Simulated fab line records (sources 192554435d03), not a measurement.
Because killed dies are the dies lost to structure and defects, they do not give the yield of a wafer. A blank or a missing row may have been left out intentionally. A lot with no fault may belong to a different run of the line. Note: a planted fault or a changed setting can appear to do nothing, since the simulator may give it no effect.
Struck lot and sound lot, side by side / flow n5_finfet / 16 out of 1938 route steps
Sound: the wafers L347.1, L347.2, L347.3. Struck: wafer L352.6; the same lot's L352.3 was not struck, so it is left out; see the end for the cause.
Each step with rows lists, per side, the tool, then ch with its chambers, then its first start. Under that, the readings that differ: sound wafers / struck wafers / difference of the means / sigmas: that difference in standard deviations of wafers without a fault.
alike: a reading whose means differ by less than 2 such deviations, as well as words and numbers matching on both sides. not compared: withheld readings; readings where some wafer has no value; bounds like >300 that might hide an equal value; numbers whose values overlap and for which the record gives no deviation.
The two part at a step that has a row with sigmas, a row that says differs or no value, or rows on one side only. Numbers that have no deviation but don't overlap get no sigmas and don't part them. A reading that every wafer of one side lacks parts them only if that side has two wafers or more.

N5_BEOL_M10_HM_DEP_02: deposits TiN, target thk 20 nm.
  sound on pvd_sputter-03, day 13 02:23; struck on pvd_sputter-01, day 14 09:52
  alike: throttle_valve_pct
then, 8 steps without rows for these wafers: N5_BEOL_M10_COAT_59 (time 60 s, resist thk 100 nm); N5_BEOL_M10_COAT_60 (time 60 s, resist thk 30 nm); N5_BEOL_M10_COAT_05 (resist thk 90 nm); N5_BEOL_M10_EBR_07; N5_BEOL_M10_SOFTBAKE_06 (time 60 s); N5_BEOL_M10_EXPOSE_08 (exposes mask M10); N5_BEOL_M10_PEB_09 (peb time 60 s); N5_BEOL_M10_DEVELOP_10 (develop time 30 s).
N5_BEOL_M10_CD_MEAS_11: target cd 64.1 nm.
  sound on cd_sem-03 ch 0, day 13 02:53; struck on cd_sem-02 ch 0, day 14 10:22
reading=cd_nm (nm); sound=63.9 64.8 64.1; struck=63.1; difference=-1.2; sigmas=-2
N5_BEOL_M10_OVL_MEAS_12:
  sound on overlay-02 ch 0, day 13 02:55; struck on overlay-02 ch 0, day 14 10:23
  alike: M10_OVL
N5_BEOL_M10_INSPECT_13: inspects for defects (brightfield).
  sound on defect_inspect-02, day 13 02:56; struck on defect_inspect-01, day 14 10:25
  alike: raw_defect_count
N5_BEOL_M10_DESCUM_16: chemistry O2, time 7.9 s.
  sound on rie_diel-04 ch 0,2,3, day 13 03:00; struck on rie_diel-02 ch 2, day 14 10:34
reading=model.CAR-ArF_of_BEOL_M10_COAT_05.thk_nm (nm); sound=83.6 83.6 83.4; struck=85.6; difference=+2.1; sigmas=
  alike: drypump_motor_current_A, oes_product_au, rf_vpp_V, showerhead_plenum_p_Torr, throttle_valve_pct
  not compared: rf_hours_counter_h
N5_BEOL_M10_ETCH_61: etches SiARC in CF4, target depth 39 nm, time 65 s.
  sound on rie_diel-04 ch 0,2,3, day 13 03:02; struck on rie_diel-02 ch 2, day 14 10:35
reading=model.CAR-ArF_of_BEOL_M10_COAT_05.thk_nm (nm); sound=55.6 55.6 55.4; struck=57.6; difference=+2.1; sigmas=
  alike: drypump_motor_current_A, etch_rf_on_time_s, oes_product_au, rf_vpp_V, showerhead_plenum_p_Torr, throttle_valve_pct
  not compared: rf_hours_counter_h
N5_BEOL_M10_ETCH_62: etches SOC in N2/H2, target depth 110 nm, overetch 22 nm, time 165 s.
  sound on rie_diel-04 ch 0,2,3, day 13 03:05; struck on rie_diel-02 ch 2, day 14 10:38
  alike: drypump_motor_current_A, oes_product_au, rf_vpp_V, showerhead_plenum_p_Torr, throttle_valve_pct
  not compared: rf_hours_counter_h
N5_PASSIVATION_PROBE_49:
  rows exist in the record for the sound wafers here (prober-02, day 15 05:27), none for the struck ones

WHERE THEY PART
Last at N5_PASSIVATION_PROBE_49 as far as this record goes, first at N5_BEOL_M10_CD_MEAS_11.

WHY: the cause the simulator had injected
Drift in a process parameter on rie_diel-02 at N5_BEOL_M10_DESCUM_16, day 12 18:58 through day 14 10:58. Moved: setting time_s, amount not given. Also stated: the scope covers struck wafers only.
